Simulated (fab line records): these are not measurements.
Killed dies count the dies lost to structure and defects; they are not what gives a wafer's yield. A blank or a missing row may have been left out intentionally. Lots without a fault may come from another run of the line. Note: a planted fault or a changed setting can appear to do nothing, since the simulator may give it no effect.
Matching of chambers / flow n5 finfet / N5_BEOL_M5_PRE_CLEAN_77 on cvd co-02: 3 sister chambers
The step time 15 s. 14 wafers are shown with their chamber, then 7 later ones without.

== WAFERS, EACH WITH ITS CHAMBER ==
wafer=L882.1; chamber=0; heater power w (W)=93
wafer=L882.2; chamber=1; heater power w (W)=98
wafer=L882.6; chamber=1; heater power w (W)=100
wafer=L885.2; chamber=1; heater power w (W)=100
wafer=L885.3; chamber=2; heater power w (W)=77
wafer=L885.6; chamber=1; heater power w (W)=99
wafer=L888.1; chamber=0; heater power w (W)=90
wafer=L888.2; chamber=1; heater power w (W)=97
wafer=L888.6; chamber=0; heater power w (W)=93
wafer=L891.1; chamber=1; heater power w (W)=100
wafer=L891.3; chamber=2; heater power w (W)=77
wafer=L891.4; chamber=0; heater power w (W)=95
wafer=L883.3; chamber=2; heater power w (W)=76
wafer=L883.4; chamber=1; heater power w (W)=98

SIGNATURES (averages over the wafers above)
reading=heater power w; chamber 0=92.75; chamber 1=98.86; chamber 2=76.67; scatter within a chamber=1.42
Rule: for a wafer and a chamber, the distance is found by dividing, reading by reading, the gap between the wafer's reading and the chamber's mean by the reading's scatter, squaring, summing and taking the root. The wafer belongs to the nearest chamber; if the next one is less than 2 further off, it can't be placed. The scatter is the square root of a quotient: the sum, over the shown wafers, of each reading's squared deviation from its chamber's mean, divided by wafers minus chambers.

== WAFERS WITHOUT THEIR CHAMBER ==
wafer=L883.6; heater power w (W)=78
wafer=L898.2; heater power w (W)=92
wafer=L898.5; heater power w (W)=94
wafer=L898.6; heater power w (W)=75
wafer=L895.2; heater power w (W)=93
wafer=L895.3; heater power w (W)=74
wafer=L895.6; heater power w (W)=94

== THE CHAMBER EACH PASSED THROUGH ==
wafer=L883.6; from the rows above=2; in truth=2
wafer=L898.2; from the rows above=0; in truth=0
wafer=L898.5; from the rows above=0; in truth=0
wafer=L898.6; from the rows above=2; in truth=2
wafer=L895.2; from the rows above=0; in truth=0
wafer=L895.3; from the rows above=2; in truth=2
wafer=L895.6; from the rows above=0; in truth=0
Correctly placed: 7 of 7. Number that these rows cannot place: 0. Number placed wrongly: 0.
